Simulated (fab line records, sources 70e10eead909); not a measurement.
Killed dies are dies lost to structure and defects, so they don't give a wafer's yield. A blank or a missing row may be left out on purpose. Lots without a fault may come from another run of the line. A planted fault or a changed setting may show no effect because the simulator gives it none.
fab line records | flow nand_harc | part 1 of 2: steps 1 to 26 of 36
record lots=5 wafers=15 last_day=32
route steps=1302 shown P_GATE@215 P_CONTACT@217
lots that met no fault: from a run of the same line without faults
start_h: hours from the record's first day to the start of the lot's first wafer shown | wait_h: hours since the lot's step before | " the same as in the row above | L1.1+2: a row that stands for several wafers | - no value, or no start given | * or withheld: withheld | < > ~ a bound
route shown NAME@n: a module of which the file shows steps, and the number in the route of the first | usual: mean/standard deviation of fault-free wafers | same: alike in all rows | chamber/n: place in a boat | sites: the reading at each site | _std_site: their standard deviation | _edge_site: outer sites' mean less inner sites' | radius_mm: how far each site lies from the wafer's centre | mask NAME#n: copy n | behind: the tool/chamber that last shaped the wafer | hold: why the lot was held/for how many hours/how that ended | device: the transistor (n, p or np) that didn't switch | end of line: the same wafers' tests at the end of the route | a step without rows: its recipe alone | killed: dies lost to structure and defects at the first sort, not the wafer's yield | map: a wafer's dies, x killed, . not, _ none there
set.NAME: the setting as run; set.NAME@STEP: as run at that earlier step | model.NAME: the simulator's own value behind a step, which no gauge read
lots at some steps of the route; a table a step, a row a wafer
services: from which hour (start_h, from the record's first day; less than 0 if before it) a tool's chamber was out of use, for how many hours, and why
## steps
# step NHARC_P_GATE_RTA_82
# recipe temp_c=450 time_s=30
# usual lamp_power_pct=3.71/0.25 lamp_zone_1_pct=3.71/0.25 lamp_zone_2_pct=3.71/0.25 wafer_temp_C_max=451.5/0.53
# columns lot.wafer tool chamber start_h wait_h lamp_power_pct lamp_zone_1_pct lamp_zone_2_pct wafer_temp_C_max
L078.2 rtp_anneal-01 0 155.95 - 3.94 3.94 3.95 452.0
L078.3 " 0 " " 3.94 3.95 3.94 451.7
L078.5 " 0 " " 3.94 3.94 3.95 451.9
L083.3 rtp_anneal-01 0 219.90 - 3.95 3.95 3.95 451.8
L083.4 " 0 " " 3.95 3.95 3.95 451.9
L083.6 " 0 " " 3.94 3.94 3.94 451.6
L085.3 rtp_anneal-01 0 228.28 - 3.94 3.94 3.95 452.6
L085.4 " 0 " " 3.95 3.94 3.94 451.6
L085.6 " 0 " " 3.94 3.94 3.94 452.1
L090.2 rtp_anneal-01 0 280.25 - 3.95 3.95 3.95 451.7
L090.4 " 0 " " 3.95 3.95 3.94 452.2
L090.5 " 0 " " 3.94 3.94 3.94 452.1
L093.2 rtp_anneal-02 0 312.60 - 3.43 3.44 3.43 450.9
L093.5 " 0 " " 3.43 3.43 3.44 451.7
L093.6 " 0 " " 3.43 3.43 3.43 451.3
# step NHARC_P_GATE_INSPECT_68
# usual raw_defect_count=208/86
# columns lot.wafer tool chamber start_h wait_h raw_defect_count
L078.2 defect_inspect-01 - 156.12 0.1 165
L078.3 " - " " 155
L078.5 " - " " 104
L083.3 defect_inspect-02 - 220.04 0.1 204
L083.4 " - " " 381
L083.6 " - " " 188
L085.3 defect_inspect-01 - 228.42 0.1 499
L085.4 " - " " 356
L085.6 " - " " 325
L090.2 defect_inspect-01 - 280.42 0.1 184
L090.4 " - " " 367
L090.5 " - " " 145
L093.2 defect_inspect-01 - 312.77 0.1 117
L093.5 " - " " 257
L093.6 " - " " 185
# step NHARC_P_CONTACT_DEP_30
# recipe target_thk_a=300 temp_c=400 target_thk_nm=30 flow_sccm=200 rf_w=450 material=SiNx
# usual heater_power_outer_w=439/50 heater_power_w=743/87
# columns lot.wafer tool chamber start_h wait_h heater_power_outer_w heater_power_w
L078.3 pecvd-01 2 156.23 0.1 435 722
L078.2 " 0 " " 464 844
L078.5 " 2 " " 434 705
L083.3 pecvd-04 0 220.14 0.1 416 732
L083.4 " 0 " " 421 721
L083.6 " 1 " " 407 689
L085.3 pecvd-01 0 228.53 0.1 525 921
L085.6 " 2 " " 404 681
L085.4 " 1 " " 468 734
L090.2 pecvd-03 1 280.56 0.1 380 613
L090.4 " 2 " " 465 813
L090.5 " 0 " " 539 932
L093.2 pecvd-03 0 312.84 0.1 524 898
L093.6 " 1 " " 434 701
L093.5 " 2 " " 458 817
# step NHARC_P_CONTACT_DEP_00
# recipe target_thk_a=5000 temp_c=400 pressure_torr=6.5 rf_w=900 teos_flow_sccm=161.4 flow_sccm=2650 target_thk_nm=500 gas=O2 material=SiO2
# usual heater_power_outer_w=316/50 heater_power_w=579/84 throttle_valve_pct=16.0/0.49
# columns lot.wafer tool chamber start_h wait_h heater_power_outer_w heater_power_w throttle_valve_pct
L078.3 pecvd-01 2 - - 298 519 15.6
L078.2 " 0 " " 350 661 16.1
L078.5 " 2 " " 311 546 15.5
L083.3 pecvd-04 0 - - 282 526 16.0
L083.4 " 0 " " 294 547 15.9
L083.6 " 1 " " 244 459 16.6
L085.3 pecvd-01 0 - - 279 572 16.3
L085.6 " 2 " " 303 537 16.0
L085.4 " 1 " " 306 507 15.0
L090.2 pecvd-03 1 - - 284 481 16.3
L090.4 " 2 " " 225 511 15.9
L090.5 " 0 " " 417 747 16.0
L093.2 pecvd-03 0 - - 363 669 16.6
L093.6 " 1 " " 346 565 16.4
L093.5 " 2 " " 276 571 16.1
# step NHARC_P_CONTACT_CMP_01
# recipe target_thk_nm=200 material=SiO2
# usual motor_current_A=12.6/0.95
# columns lot.wafer tool chamber start_h wait_h motor_current_A
L078.3 cmp-01 1 156.93 - 13.4
L078.2 " 3 " " 12.6
L078.5 " 1 " " 13.5
L083.4 cmp-01 1 220.84 - 13.1
L083.3 " 2 " " 12.8
L083.6 " 1 " " 13.2
L085.3 cmp-03 1 229.23 - 13.3
L085.4 " 2 " " 12.5
L085.6 " 0 " " 11.3
L090.2 cmp-03 3 281.20 - 11.3
L090.4 " 1 " " 12.3
L090.5 " 0 " " 10.8
L093.2 cmp-01 0 313.63 - 13.9
L093.5 " 1 " " 13.6
L093.6 " 2 " " 13.2
# step NHARC_P_CONTACT_SRD_03
# columns lot.wafer tool chamber start_h wait_h
L078.5+2+3 wet_bench-06 1,2,3 157.20 0.0
L083.6+3+4 wet_bench-09 1,4,5 221.13 0.0
L085.6+4+3 wet_bench-06 0,1,2 229.51 0.0
L090.2+4+5 wet_bench-05 0,2,4 281.50 0.0
L093.2+6+5 wet_bench-05 7,1,2 313.86 0.0
# step NHARC_P_CONTACT_DEHYDRATE_04
# recipe temp_c=150 time_s=120
# columns lot.wafer tool chamber start_h wait_h
L078.2+3+5 litho_track-06 0 157.28 0.1
L083.3+4+6 litho_track-04 0 221.21 0.1
L085.3+4+6 litho_track-06 0 229.59 0.1
L090.2+4+5 litho_track-04 0 281.58 0.1
L093.2+5+6 litho_track-01 0 313.93 0.1
# step NHARC_P_CONTACT_HMDS_05
# recipe time_s=30
# columns lot.wafer tool chamber start_h wait_h
L078.2+3+5 litho_track-06 0 - -
L083.3+4+6 litho_track-04 0 - -
L085.3+4+6 litho_track-06 0 - -
L090.2+4+5 litho_track-04 0 - -
L093.2+5+6 litho_track-01 0 - -
# step NHARC_P_CONTACT_COAT_33
# recipe temp_c=260 time_s=75
# columns lot.wafer tool chamber start_h wait_h
L078.2+3+5 litho_track-06 0 - -
L083.3+4+6 litho_track-04 0 - -
L085.3+4+6 litho_track-06 0 - -
L090.2+4+5 litho_track-04 0 - -
L093.2+5+6 litho_track-01 0 - -
# step NHARC_P_CONTACT_COAT_34
# recipe temp_c=225 time_s=65
# columns lot.wafer tool chamber start_h wait_h
L078.2+3+5 litho_track-06 0 - -
L083.3+4+6 litho_track-04 0 - -
L085.3+4+6 litho_track-06 0 - -
L090.2+4+5 litho_track-04 0 - -
L093.2+5+6 litho_track-01 0 - -
# step NHARC_P_CONTACT_COAT_06
# recipe spin_rpm=1500 resist_thk_nm=90
# columns lot.wafer tool chamber start_h wait_h
L078.2+3+5 litho_track-06 0 - -
L083.3+4+6 litho_track-04 0 - -
L085.3+4+6 litho_track-06 0 - -
L090.2+4+5 litho_track-04 0 - -
L093.2+5+6 litho_track-01 0 - -
# step NHARC_P_CONTACT_SOFTBAKE_07
# recipe temp_c=105 time_s=55
# columns lot.wafer tool chamber start_h wait_h
L078.2+3+5 litho_track-06 0 - -
L083.3+4+6 litho_track-04 0 - -
L085.3+4+6 litho_track-06 0 - -
L090.2+4+5 litho_track-04 0 - -
L093.2+5+6 litho_track-01 0 - -
# step NHARC_P_CONTACT_EBR_08
# columns lot.wafer tool chamber start_h wait_h
L078.2+3+5 litho_track-06 0 - -
L083.3+4+6 litho_track-04 0 - -
L085.3+4+6 litho_track-06 0 - -
L090.2+4+5 litho_track-04 0 - -
L093.2+5+6 litho_track-01 0 - -
# step NHARC_P_CONTACT_EXPOSE_09
# recipe na=1.35 target_cd_nm=90 dose_mj=81.26 mask_id=P_CA
# usual focus_offset_nm=-0.1/0.53
# columns lot.wafer tool chamber start_h wait_h mask focus_offset_nm
L078.2 arfi_scanner-02 0 157.47 - P_CA#0 0.2
L078.3 " 0 " " P_CA#0 0.2
L078.5 " 0 " " P_CA#0 0.1
L083.3 arfi_scanner-01 0 221.53 - P_CA#0 0.5
L083.4 " 0 " " P_CA#0 -0.1
L083.6 " 0 " " P_CA#0 -0.5
L085.3 arfi_scanner-01 0 229.90 - P_CA#0 0.0
L085.4 " 0 " " P_CA#0 -0.8
L085.6 " 0 " " P_CA#0 0.2
L090.2 arfi_scanner-02 0 281.89 - P_CA#0 0.4
L090.4 " 0 " " P_CA#0 -0.1
L090.5 " 0 " " P_CA#0 -0.3
L093.2 arfi_scanner-01 0 314.24 - P_CA#0 -1.4
L093.5 " 0 " " P_CA#0 -0.7
L093.6 " 0 " " P_CA#0 -0.8
# step NHARC_P_CONTACT_PEB_10
# recipe peb_temp_c=100 peb_time_s=65
# columns lot.wafer tool chamber start_h wait_h
L078.2+3+5 litho_track-06 0 157.53 0.1
L083.3+4+6 litho_track-06 0 221.59 0.0
L085.3+4+6 litho_track-04 0 229.96 0.0
L090.2+4+5 litho_track-01 0 281.95 0.1
L093.2+5+6 litho_track-01 0 314.30 0.1
# step NHARC_P_CONTACT_DEVELOP_11
# recipe develop_time_s=35 dev_temp_c=23
# usual developer_temp_C=22.99/0.11
# columns lot.wafer tool chamber start_h wait_h developer_temp_C
L078.2 litho_track-06 0 - - 23.13
L078.3 " 0 " " 23.23
L078.5 " 0 " " 23.24
L083.3 litho_track-06 0 - - 23.12
L083.4 " 0 " " 22.98
L083.6 " 0 " " 23.08
L085.3 litho_track-04 0 - - 23.03
L085.4 " 0 " " 22.89
L085.6 " 0 " " 22.85
L090.2 litho_track-01 0 - - 23.05
L090.4 " 0 " " 23.04
L090.5 " 0 " " 22.97
L093.2 litho_track-01 0 - - 22.89
L093.5 " 0 " " 22.68
L093.6 " 0 " " 22.92
# step NHARC_P_CONTACT_CD_MEAS_12
# recipe target_cd_nm=90 landing_energy_ev=500
# usual cd_nm=90.2/0.52
# columns lot.wafer tool chamber start_h wait_h cd_nm
L078.2 cd_sem-03 0 157.61 - 90.6
L078.3 " 0 " " 90.0
L078.5 " 0 " " 89.7
L083.3 cd_sem-03 0 221.67 - 88.6
L083.4 " 0 " " 89.5
L083.6 " 0 " " 88.9
L085.3 cd_sem-01 0 230.04 - 90.6
L085.4 " 0 " " 90.1
L085.6 " 0 " " 90.3
L090.2 cd_sem-03 0 282.03 - 90.8
L090.4 " 0 " " 91.0
L090.5 " 0 " " 90.1
L093.2 cd_sem-01 0 314.38 - 91.2
L093.5 " 0 " " 91.1
L093.6 " 0 " " 90.4
# step NHARC_P_CONTACT_OVL_MEAS_13
# usual overlay_x_nm=-0.5/0.86 overlay_y_nm=-0.1/0.93
# columns lot.wafer tool chamber start_h wait_h overlay_x_nm overlay_y_nm
L078.2 overlay-02 - 157.69 - -0.5 0.4
L078.3 " - " " -0.2 -0.4
L078.5 " - " " -0.3 0.2
L083.3 overlay-01 - 221.75 - 0.0 -1.1
L083.4 " - " " 0.1 -1.3
L083.6 " - " " 0.5 -1.5
L085.3 overlay-02 - 230.14 - -3.4 1.4
L085.4 " - " " -2.4 1.0
L085.6 " - " " -2.8 0.9
L090.2 overlay-02 - 282.12 - -0.5 -0.5
L090.4 " - " " -0.6 -0.5
L090.5 " - " " -0.9 -0.6
L093.2 overlay-01 - 314.47 - 0.5 0.6
L093.5 " - " " -0.2 0.6
L093.6 " - " " 0.3 0.3
# step NHARC_P_CONTACT_INSPECT_14
# usual raw_defect_count=3.6/2.1
# columns lot.wafer tool chamber start_h wait_h raw_defect_count
L078.2 defect_inspect-01 - 157.73 0.0 4
L078.3 " - " " 3
L078.5 " - " " 4
L083.3 defect_inspect-02 - 221.79 0.0 7
L083.4 " - " " 3
L083.6 " - " " 5
L085.3 defect_inspect-01 - 230.18 0.0 2
L085.4 " - " " 5
L085.6 " - " " 1
L090.2 defect_inspect-02 - 282.15 0.0 4
L090.4 " - " " 2
L090.5 " - " " 10
L093.2 defect_inspect-02 - 314.50 0.0 1
L093.5 " - " " 1
L093.6 " - " " 2
# step NHARC_P_CONTACT_DESCUM_17
# recipe time_s=3 o2_flow_sccm=200 ar_flow_sccm=0 bias_power_w=0 chemistry=O2
# usual drypump_motor_current_A=5.4/0.44 oes_product_au=0.999/0.0077 rf_vpp_V=57.8/0.84 showerhead_plenum_p_Torr=1.89/0.083 throttle_valve_pct=11.311/0.0086
# columns lot.wafer tool chamber start_h wait_h drypump_motor_current_A oes_product_au rf_hours_counter_h rf_vpp_V showerhead_plenum_p_Torr throttle_valve_pct
L078.2 rie_diel-09 1 157.79 0.1 5.2 0.996 0 56.2 1.98 11.299
L078.3 " 2 " " 5.5 0.993 0 55.8 1.78 11.302
L078.5 " 1 " " 5.2 0.996 - 58.0 1.98 11.322
L083.4 rie_diel-07 0 221.85 0.1 5.5 0.989 2 59.6 2.03 11.317
L083.3 " 1 " " 6.4 0.996 2 58.1 1.84 11.310
L083.6 " 0 " " 5.5 1.003 - 58.0 2.03 11.312
L085.3 rie_diel-07 3 230.24 0.1 6.0 1.002 2 57.9 2.01 11.314
L085.4 " 1 " " 6.5 0.993 2 57.6 1.84 11.306
L085.6 " 0 " " 5.5 0.995 - 56.7 2.03 11.301
L090.4 rie_diel-09 1 282.23 0.1 5.2 1.010 7 58.1 1.98 11.310
L090.2 " 2 " " 5.5 0.997 8 56.5 1.78 11.313
L090.5 " 3 " " 5.0 1.001 - 57.1 1.92 11.312
L093.2 rie_diel-07 2 314.56 0.1 5.1 0.990 0 57.0 1.87 11.314
L093.6 " 2 " " 5.1 0.986 - 57.7 1.87 11.302
L093.5 " 3 " " 6.0 1.010 - 57.8 2.01 11.308
# step NHARC_P_CONTACT_ETCH_35
# recipe target_depth_a=390 over_etch_frac=0.3 time_s=65 ion_energy_ev=80 cf4_flow_sccm=150 ar_flow_sccm=0 rf_w=300 bias_w=100 chemistry=CF4
# usual drypump_motor_current_A=5.5/0.47 oes_product_au=1.002/0.007 rf_vpp_V=151.1/1.1 showerhead_plenum_p_Torr=1.75/0.07 throttle_valve_pct=13.285/0.0083
# columns lot.wafer tool chamber start_h wait_h drypump_motor_current_A oes_product_au rf_hours_counter_h rf_vpp_V showerhead_plenum_p_Torr throttle_valve_pct
L078.2 rie_diel-09 2 157.88 0.1 5.5 1.003 0.0 148.1 1.65 13.280
L078.3 " 3 " " 5.0 1.002 0.0 150.4 1.78 13.290
L078.5 " 1 " " 5.2 1.008 - 150.0 1.83 13.290
L083.3 rie_diel-07 2 221.93 0.1 5.1 1.005 1.9 149.9 1.73 13.286
L083.4 " 0 " " 5.5 1.001 1.8 154.0 1.87 13.285
L083.6 " 3 " " 6.0 1.009 - 153.3 1.85 13.272
L085.3 rie_diel-07 2 230.32 0.1 5.1 0.987 2.3 150.9 1.73 13.270
L085.4 " 1 " " 6.4 1.018 2.3 151.2 1.70 13.303
L085.6 " 3 " " 6.0 1.014 - 151.7 1.85 13.269
L090.4 rie_diel-09 2 282.30 0.1 5.5 0.999 7.6 149.1 1.65 13.282
L090.2 " 3 " " 5.0 0.998 8.5 151.8 1.77 13.288
L090.5 " 1 " " 5.2 0.999 - 150.6 1.83 13.279
L093.2 rie_diel-07 3 314.65 0.1 6.0 0.992 0.1 151.9 1.85 13.288
L093.6 " 2 " " 5.1 0.996 - 150.5 1.73 13.274
L093.5 " 3 " " 6.0 0.988 - 152.3 1.85 13.289
# step NHARC_P_CONTACT_ETCH_36
# recipe target_depth_a=2600 over_etch_frac=0.25 time_s=406.25 ion_energy_ev=200 n2_flow_sccm=150 h2_flow_sccm=150 ar_flow_sccm=0 rf_w=400 bias_w=150 chemistry=N2/H2
# usual drypump_motor_current_A=5.4/0.45 oes_product_au=1.001/0.0073 rf_vpp_V=429.9/2.6 showerhead_plenum_p_Torr=2.02/0.09 throttle_valve_pct=14.171/0.0094
# columns lot.wafer tool chamber start_h wait_h drypump_motor_current_A oes_product_au rf_hours_counter_h rf_vpp_V showerhead_plenum_p_Torr throttle_valve_pct
L078.2 rie_diel-09 0 - - 5.1 1.005 0.1 428.1 1.99 14.179
L078.3 " 1 " " 5.2 0.998 0.1 433.0 2.12 14.172
L078.5 " 0 " " 5.2 0.999 - 428.2 1.99 14.178
L083.4 rie_diel-07 3 - - 6.0 1.004 1.9 433.0 2.15 14.162
L083.3 " 1 " " 6.4 1.011 1.9 429.3 1.96 14.163
L083.6 " 0 " " 5.5 0.999 - 434.2 2.16 14.167
L085.3 rie_diel-07 2 - - 5.1 1.007 2.4 430.4 1.99 14.161
L085.4 " 0 " " 5.5 0.995 2.3 434.9 2.16 14.163
L085.6 " 3 " " 6.0 1.014 - 433.4 2.15 14.172
L090.2 rie_diel-09 3 - - 5.0 0.996 8.6 431.3 2.05 14.173
L090.4 " 0 " " 5.1 0.997 7.2 429.2 1.99 14.165
L090.5 " 3 " " 5.0 0.991 - 429.3 2.05 14.154
L093.2 rie_diel-07 2 - - 5.1 1.010 0.2 428.6 1.99 14.175
L093.5 " 1 " " 6.4 0.990 - 428.9 1.96 14.159
L093.6 " 2 " " 5.1 0.990 - 429.7 1.99 14.175
# step NHARC_P_CONTACT_ETCH_18
# recipe target_depth_a=4810 time_s=240.5 c4f8_flow_sccm=20 o2_flow_sccm=10 ar_flow_sccm=withheld rf_w=600 bias_w=1500 chemistry=C4F8/O2/Ar
# usual oes_product_au=0.965/0.017 rf_vpp_V=976/5.8
# columns lot.wafer tool chamber start_h wait_h oes_product_au rf_hours_counter_h rf_vpp_V
L078.2 rie_diel-09 3 - - 0.984 0.3 979
L078.3 " 0 " " 0.971 0.3 974
L078.5 " 1 " " 0.963 - 983
L083.4 rie_diel-07 3 - - 0.987 2.1 986
L083.3 " 0 " " 0.957 2.1 986
L083.6 " 2 " " 0.977 - 975
L085.4 rie_diel-07 1 - - 0.957 2.4 973
L085.3 " 2 " " 0.964 2.6 975
L085.6 " 2 " " 0.950 - 975
L090.2 rie_diel-09 3 - - 0.962 8.8 979
L090.4 " 2 " " 0.968 7.9 967
L090.5 " 0 " " 0.958 - 975
L093.2 rie_diel-07 1 - - 0.976 0.4 973
L093.5 " 1 " " 0.977 - 973
L093.6 " 2 " " 0.961 - 975
# step NHARC_P_CONTACT_STRIP_37
# recipe c4f8_flow_sccm=withheld o2_flow_sccm=8 ar_flow_sccm=withheld bias_w=0 chemistry=C4F8/O2/Ar
# columns lot.wafer tool chamber start_h wait_h
L078.2+3+5 rie_diel-09 3,1,3 - -
L083.4+3+6 rie_diel-07 1,2,1 - -
L085.4+3+6 rie_diel-07 0,1,3 - -
L090.4+2+5 rie_diel-09 3,1,3 - -
L093.2+6+5 rie_diel-07 1,1,2 - -
# step NHARC_P_CONTACT_ETCH_31
# recipe target_depth_a=300 time_s=85.7 ion_energy_ev=120 over_etch_frac=1 ch3f_flow_sccm=50 o2_flow_sccm=30 ar_flow_sccm=200 rf_w=500 bias_w=100 chemistry=CH3F/O2
# usual drypump_motor_current_A=5.5/0.49 oes_product_au=0.978/0.016 rf_vpp_V=244.0/1.6 showerhead_plenum_p_Torr=2.43/0.099 throttle_valve_pct=20.663/0.0087
# columns lot.wafer tool chamber start_h wait_h drypump_motor_current_A oes_product_au rf_hours_counter_h rf_vpp_V showerhead_plenum_p_Torr throttle_valve_pct
L078.3 rie_diel-09 1 - - 5.2 0.978 0.3 244.7 2.55 20.668
L078.2 " 3 " " 4.9 0.998 0.3 245.1 2.47 20.673
L078.5 " 0 " " 5.1 0.994 - 244.3 2.40 20.671
L083.4 rie_diel-07 3 - - 6.0 0.991 2.2 245.4 2.58 20.665
L083.3 " 1 " " 6.4 0.986 2.1 243.0 2.37 20.664
L083.6 " 2 " " 5.1 0.991 - 243.9 2.40 20.653
L085.3 rie_diel-07 2 - - 5.1 0.973 2.7 244.2 2.40 20.669
L085.4 " 0 " " 5.5 0.954 2.5 247.4 2.60 20.659
L085.6 " 2 " " 5.1 0.968 - 243.4 2.40 20.668
L090.4 rie_diel-09 1 - - 5.2 0.991 7.4 245.6 2.54 20.663
L090.2 " 2 " " 5.5 0.995 8.0 241.6 2.29 20.676
L090.5 " 2 " " 5.5 0.978 - 243.1 2.29 20.670
L093.2 rie_diel-07 1 - - 6.4 0.980 0.5 242.1 2.37 20.655
L093.5 " 1 " " 6.4 0.978 - 244.3 2.37 20.661
L093.6 " 2 " " 5.1 0.981 - 244.0 2.40 20.661
# step NHARC_P_CONTACT_CD_MEAS_19
# usual cd_nm=90.1/1.2
# columns lot.wafer tool chamber start_h wait_h cd_nm
L078.2 cd_sem-03 - 158.67 - 90.1
L078.3 " - " " 91.1
L078.5 " - " " 89.0
L083.3 cd_sem-03 - 222.73 - 87.6
L083.4 " - " " 89.8
L083.6 " - " " 89.7
L085.3 cd_sem-01 - 231.12 - 89.7
L085.4 " - " " 88.5
L085.6 " - " " 89.1
L090.2 cd_sem-03 - 283.09 - 89.8
L090.4 " - " " 88.4
L090.5 " - " " 89.1
L093.2 cd_sem-03 - 315.43 - 91.7
L093.5 " - " " 90.5
L093.6 " - " " 92.0
